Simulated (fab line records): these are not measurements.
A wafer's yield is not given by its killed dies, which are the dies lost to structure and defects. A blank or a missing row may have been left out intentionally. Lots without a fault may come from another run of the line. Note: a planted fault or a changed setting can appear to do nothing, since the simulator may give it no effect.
Matching of chambers :: flow n5 finfet :: rie diel-01 running N5_BEOL_M14_STRIP_37: 4 sister chambers
The step strips in O2. 4 wafers are shown with their chamber, then 10 later ones without.

## WAFERS PAIRED WITH THEIR CHAMBERS
wafer: L081.2
chamber: 0
showerhead plenum p Torr (Torr): 2.03

wafer: L082.5
chamber: 3
showerhead plenum p Torr (Torr): 2.03

wafer: L092.1
chamber: 1
showerhead plenum p Torr (Torr): 2.09

wafer: L092.4
chamber: 2
showerhead plenum p Torr (Torr): 2.16

## WAFERS WHOSE CHAMBER IS MISSING
wafer: L092.5
showerhead plenum p Torr (Torr): 2.02

wafer: L093.1
showerhead plenum p Torr (Torr): 2.15

wafer: L093.4
showerhead plenum p Torr (Torr): 2.02

wafer: L093.6
showerhead plenum p Torr (Torr): 2.02

wafer: L095.3
showerhead plenum p Torr (Torr): 2.09

wafer: L095.5
showerhead plenum p Torr (Torr): 2.09

wafer: L095.6
showerhead plenum p Torr (Torr): 2.02

wafer: L097.2
showerhead plenum p Torr (Torr): 2.02

wafer: L097.4
showerhead plenum p Torr (Torr): 2.01

wafer: L097.6
showerhead plenum p Torr (Torr): 2.09

## WHICH CHAMBER EACH WENT THROUGH
wafer: L092.5
from the rows above: can't be placed: 0 or 3
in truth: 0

wafer: L093.1
from the rows above: 2
in truth: 2

wafer: L093.4
from the rows above: can't be placed: 0 or 3
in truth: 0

wafer: L093.6
from the rows above: can't be placed: 0 or 3
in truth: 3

wafer: L095.3
from the rows above: 1
in truth: 1

wafer: L095.5
from the rows above: 1
in truth: 1

wafer: L095.6
from the rows above: can't be placed: 0 or 3
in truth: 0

wafer: L097.2
from the rows above: can't be placed: 0 or 3
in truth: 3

wafer: L097.4
from the rows above: can't be placed: 0 or 3
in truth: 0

wafer: L097.6
from the rows above: 1
in truth: 1
Placed correctly: 4 of 10. From these rows, 6 cannot be placed; in 6 the true chamber is one of the candidates. Number placed wrongly: 0.
How it was worked out, from the rows above alone: a wafer's distance from a chamber is the root of the sum, over the readings, of the square of ((its reading less the chamber's mean) divided by the reading's scatter). If the next closest chamber is less than 2 further off than the closest, the wafer can't be placed; otherwise it belongs to the closest. For every chamber, the mean is computed from those of its wafers that are shown. The scatter (one wafer shown for each chamber): square how far every hidden wafer sits from the nearest shown wafer, average those squares and take the square root.
